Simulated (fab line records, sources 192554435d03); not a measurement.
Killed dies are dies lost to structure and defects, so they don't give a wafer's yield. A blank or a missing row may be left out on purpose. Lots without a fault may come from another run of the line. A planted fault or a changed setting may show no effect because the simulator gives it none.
Chamber matching | flow n5_finfet | N5_BEOL_M0_SAQP_SPACER1_ETCHBACK_99 on rie_diel-02: 4 sister chambers
The step etches SiO2 in CHF3/O2, target depth 15.4 nm, time 7.7 s. 4 wafers are shown with their chamber, then 11 later ones without.

WAFERS WITH THEIR CHAMBER
wafer  | chamber | showerhead_plenum_p_Torr (Torr)
L081.1 | 0       | 2.48
L087.4 | 3       | 2.48
L087.6 | 1       | 2.45
L088.2 | 2       | 2.31

WAFERS WITHOUT THEIR CHAMBER
wafer  | showerhead_plenum_p_Torr (Torr)
L088.4 | 2.45
L088.6 | 2.47
L093.2 | 2.44
L093.5 | 2.44
L093.6 | 2.47
L095.1 | 2.47
L095.2 | 2.47
L095.3 | 2.44
L096.3 | 2.47
L096.5 | 2.60
L096.6 | 2.44

WHICH CHAMBER EACH WENT THROUGH
wafer  | from the rows above          | in truth
L088.4 | can't be placed: 1 or 0 or 3 | 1
L088.6 | can't be placed: 0 or 3 or 1 | 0
L093.2 | can't be placed: 1 or 0 or 3 | 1
L093.5 | can't be placed: 1 or 0 or 3 | 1
L093.6 | can't be placed: 0 or 3 or 1 | 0
L095.1 | can't be placed: 0 or 3 or 1 | 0
L095.2 | can't be placed: 0 or 3 or 1 | 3
L095.3 | can't be placed: 1 or 0 or 3 | 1
L096.3 | can't be placed: 0 or 3 or 1 | 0
L096.5 | can't be placed: 0 or 3 or 1 | 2
L096.6 | can't be placed: 1 or 0 or 3 | 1
Placed correctly: 0 of 11. Can't be placed from these rows: 11 (the true chamber is among the candidates in 10). Placed wrongly: 0.
How it was worked out, from the rows above alone: a wafer's distance from a chamber is the root of the sum, over the readings, of the square of ((its reading less the chamber's mean) divided by the reading's scatter). The wafer belongs to the nearest chamber; if the next one is less than 2 further off, it can't be placed. A chamber's mean is the mean of its shown wafers. The scatter: with one shown wafer a chamber, the root of the mean of the squares of how far each hidden wafer lies from its nearest shown one.
